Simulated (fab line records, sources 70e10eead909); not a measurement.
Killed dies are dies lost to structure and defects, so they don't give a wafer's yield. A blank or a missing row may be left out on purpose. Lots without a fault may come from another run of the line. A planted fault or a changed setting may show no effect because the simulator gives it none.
Which tool did it? | flow nand_harc | 14 lots, 42 wafers sampled, at 5 steps of a route of 1302

WHAT THE GAUGES READ, wafer by wafer
NHARC_THIN_TSV_CD_MEAS_16.
lot  | measured     | on        | cd_nm (nm)
L317 | day 23 10:45 | cd_sem-01 | 998.7 998.4 997.2
L318 | day 24 01:09 | cd_sem-03 | 1000.1 998.3 996.9
L319 | day 24 21:50 | cd_sem-02 | 999.1 1000.0 997.2
L321 | day 25 03:25 | cd_sem-01 | 997.3 995.9 994.4
L323 | day 26 13:11 | cd_sem-02 | 999.9 997.3 996.4
L322 | day 26 14:14 | cd_sem-03 | 997.0 997.4 997.0
L328 | day 28 02:12 | cd_sem-03 | 998.4 997.1 999.5
L327 | day 28 08:42 | cd_sem-03 | 998.8 998.0 998.2
L329 | day 28 16:40 | cd_sem-02 | 996.3 1001.6 999.6
L330 | day 29 06:56 | cd_sem-01 | 999.1 995.6 994.3
L332 | day 30 00:31 | cd_sem-02 | 997.2 997.4 998.6
L336 | day 32 03:32 | cd_sem-01 | 999.7 996.1 997.3
L337 | day 32 04:40 | cd_sem-01 | 1001.2 998.7 999.3
L339 | day 33 12:59 | cd_sem-02 | 999.1 997.7 997.5

NHARC_THIN_TSV_CD_MEAS_33: target cd 5000 nm.
lot  | measured     | on        | cd_nm (nm)
L317 | day 23 16:08 | cd_sem-03 | 4999.3 5000.7 4996.8
L318 | day 24 06:19 | cd_sem-01 | 4998.3 5002.2 4997.9
L319 | day 25 02:47 | cd_sem-03 | 4998.3 4995.3 4996.0
L321 | day 25 08:31 | cd_sem-02 | 5001.6 4999.0 5001.0
L323 | day 26 17:59 | cd_sem-02 | 4999.6 5001.9 5000.6
L322 | day 26 19:02 | cd_sem-02 | 5002.1 5001.6 4997.6
L328 | day 28 07:44 | cd_sem-03 | 4997.5 5002.2 4998.7
L327 | day 28 13:31 | cd_sem-01 | 4997.1 5000.1 4997.7
L329 | day 28 21:36 | cd_sem-02 | 5002.7 5002.2 5000.4
L330 | day 29 11:52 | cd_sem-01 | 4996.8 4999.2 4999.8
L332 | day 30 05:19 | cd_sem-02 | 5001.5 4999.3 5001.6
L336 | day 32 08:26 | cd_sem-01 | 5001.7 5003.2 4998.5
L337 | day 32 09:29 | cd_sem-01 | 4998.7 5001.3 4998.0
L339 | day 33 18:19 | cd_sem-02 | 4997.9 4999.9 4999.0

NHARC_END_SORT_01.
lot  | measured     | on        | defect_limited_yield (%) | killed_at_array | killed_at_other | killed_at_periphery | killed_dies | killed_open | killed_short
L317 | day 24 00:41 | prober-01 | 94.1 93.8 93.8           | 40 40 36        | 0 1 0           | 0 1 6               | 40 42 42    | 2 1 2       | 3 0 2
L319 | day 25 11:53 | prober-02 | 89.8 87.0 87.4           | 65 85 80        | 0 0 1           | 4 3 4               | 69 88 85    | 1 3 8       | 1 7 3
L321 | day 25 20:32 | prober-02 | 92.9 93.6 93.6           | 39 37 38        | 5 2 3           | 4 4 2               | 48 43 43    | 5 2 2       | 4 2 4
L323 | day 27 04:40 | prober-01 | 86.3 88.3 86.6           | 87 74 84        | 4 2 3           | 2 3 4               | 93 79 91    | 1 2 6       | 4 5 3
L322 | day 27 03:50 | prober-02 | 91.3 91.3 89.2           | 55 53 69        | 0 0 0           | 4 6 4               | 59 59 73    | 2 3 3       | 1 1 8
L328 | day 28 16:50 | prober-01 | 91.4 93.4 91.7           | 51 40 52        | 0 1 0           | 7 4 4               | 58 45 56    | 3 0 1       | 1 1 1
L327 | day 28 23:28 | prober-02 | 0 0 95.3                 | 33 38 28        | 641 634 0       | 3 5 4               | 677 677 32  | 4 8 2       | 2 1 3
L329 | day 29 07:23 | prober-01 | 84.9 0 86.1              | 100 99 93       | 1 577 0         | 1 1 1               | 102 677 94  | 1 4 4       | 5 4 1
L330 | day 29 21:08 | prober-01 | 0 0 95.6                 | 39 35 27        | 635 638 1       | 3 4 2               | 677 677 30  | 2 6 2       | 1 2 1

WHICH TOOL RAN EACH LOT (tool, then ch and the chambers of the sampled wafers, then the start)
lot  | NHARC_THIN_TSV_DEP_43           | NHARC_THIN_TSV_ETCHBACK_48
L317 | pecvd-04 ch 1,2, day 23 08:36   | rie_diel-06 ch 1,2, day 23 12:08
L318 | pecvd-02 ch 0,1,2, day 23 23:27 | rie_diel-06 ch 1,2, day 24 02:30
L319 | pecvd-04 ch 0,1, day 24 20:10   | rie_diel-01 ch 1,2, day 24 23:06
L321 | pecvd-04 ch 0,1,2, day 25 01:31 | rie_diel-06 ch 0,1,3, day 25 04:53
L323 | pecvd-01 ch 1,2, day 26 11:24   | rie_diel-06 ch 2,3, day 26 14:27
L322 | pecvd-01 ch 0,2, day 26 12:35   | rie_diel-03 ch 0,1,2, day 26 15:31
L328 | pecvd-04 ch 1,2, day 28 00:23   | rie_diel-01 ch 0,3, day 28 04:06
L327 | pecvd-04 ch 0,1, day 28 07:02   | rie_diel-03 ch 0,2,3, day 28 10:02
L329 | pecvd-04 ch 0,1,2, day 28 15:01 | rie_diel-01 ch 0,1,3, day 28 17:56
L330 | pecvd-04 ch 0,1, day 29 05:00   | rie_diel-06 ch 0,2,3, day 29 08:13
L332 | pecvd-02 ch 1,2, day 29 22:42   | rie_diel-01 ch 0,1, day 30 01:47
L336 | pecvd-04 ch 0,1,2, day 32 01:52 | rie_diel-03 ch 0,3, day 32 04:50
L337 | pecvd-01 ch 1,2, day 32 02:56   | rie_diel-01 ch 1,2,3, day 32 05:56
L339 | pecvd-04 ch 1,2, day 33 11:22   | rie_diel-01 ch 0,2, day 33 14:19
- NHARC_THIN_TSV_DEP_43: deposits SiO2, target thk 1328.5 nm.
- NHARC_THIN_TSV_ETCHBACK_48: etches the open film in C4F8/Ar, target depth 1028.5 nm, time 405.17 s.

WHAT THE TOOLS THEMSELVES READ (means of the sampled wafers that have a number; where no wafer has one, the mark that the record gives instead)
NHARC_THIN_TSV_DEP_43.
lot  | tool     | flow_sccm (sccm) | throttle_valve_pct (%)
L317 | pecvd-04 | 2644             | 16.3
L318 | pecvd-02 | 2648             | 16.4
L319 | pecvd-04 | 2651             | 16.1
L321 | pecvd-04 | 2638             | 16.0
L323 | pecvd-01 | 2649             | 15.7
L322 | pecvd-01 | 2655             | 16.1
L328 | pecvd-04 | 2653             | 15.7
L327 | pecvd-04 | 2653             | 15.4
L329 | pecvd-04 | 2650             | 15.6
L330 | pecvd-04 | 2655             | 15.6
L332 | pecvd-02 | 2651             | 16.4
L336 | pecvd-04 | 2646             | 15.6
L337 | pecvd-01 | 2647             | 15.3
L339 | pecvd-04 | 2651             | 16.0

NHARC_THIN_TSV_ETCHBACK_48.
lot  | tool        | oes_product_au (a.u.) | rf_vpp_V (V)
L317 | rie_diel-06 | 0.94                  | 550
L318 | rie_diel-06 | 1.01                  | 549
L319 | rie_diel-01 | 0.96                  | 547
L321 | rie_diel-06 | 0.95                  | 546
L323 | rie_diel-06 | 0.93                  | 548
L322 | rie_diel-03 | 0.92                  | 547
L328 | rie_diel-01 | 1.01                  | 547
L327 | rie_diel-03 | 0.98                  | 548
L329 | rie_diel-01 | 0.97                  | 547
L330 | rie_diel-06 | 0.96                  | 546
L332 | rie_diel-01 | 0.93                  | 549
L336 | rie_diel-03 | 0.93                  | 547
L337 | rie_diel-01 | 1.01                  | 546
L339 | rie_diel-01 | 0.91                  | 550

THE ANSWER, worked out from the rows above alone
Rule: what is usual is taken from the lots themselves. Put in order of their means at a reading, lots are off if they are a third of the lots or fewer, leave a main group of 4 or more, and stand apart from it by a gap of 3 or more times the standard deviation of the main group's means; of several such gaps the widest counts. A main group whose means are all the same, to the digits that the tables above print for the reading, isn't used. A lot without any number at a reading at which 4 lots or more have one is off too. The other lots that the step has rows for count as sound. The gauges are gone through in route order, then the tools' own readings, and for those a lot's mean is taken as printed above. The first step at which some lot is off is used, and at that step the reading that is off furthest; a lot without a number counts as furthest.
Off: L327, L329, L330, at NHARC_END_SORT_01 (killed_at_other). The main group: mean 1.2, standard deviation 1.4. Neither off nor sound, because the step has no rows for them: L318, L332, L336, L337, L339.
A tool fits if, at a process step before that reading, it ran every lot that is off, and no sound lot after the first of them. The gauges at NHARC_END_SORT_01 are tried like those tools. One fits: pecvd-04 at NHARC_THIN_TSV_DEP_43. Its last sound lot is L328 (day 28 00:23), its first lot that is off L327 (day 28 07:02): a fault that began between those two fits.

WHAT THE SIMULATOR HAD PUT IN
Process parameter drift: pecvd-04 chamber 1, from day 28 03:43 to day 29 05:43, at NHARC_THIN_TSV_DEP_43. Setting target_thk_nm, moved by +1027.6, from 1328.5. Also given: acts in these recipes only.
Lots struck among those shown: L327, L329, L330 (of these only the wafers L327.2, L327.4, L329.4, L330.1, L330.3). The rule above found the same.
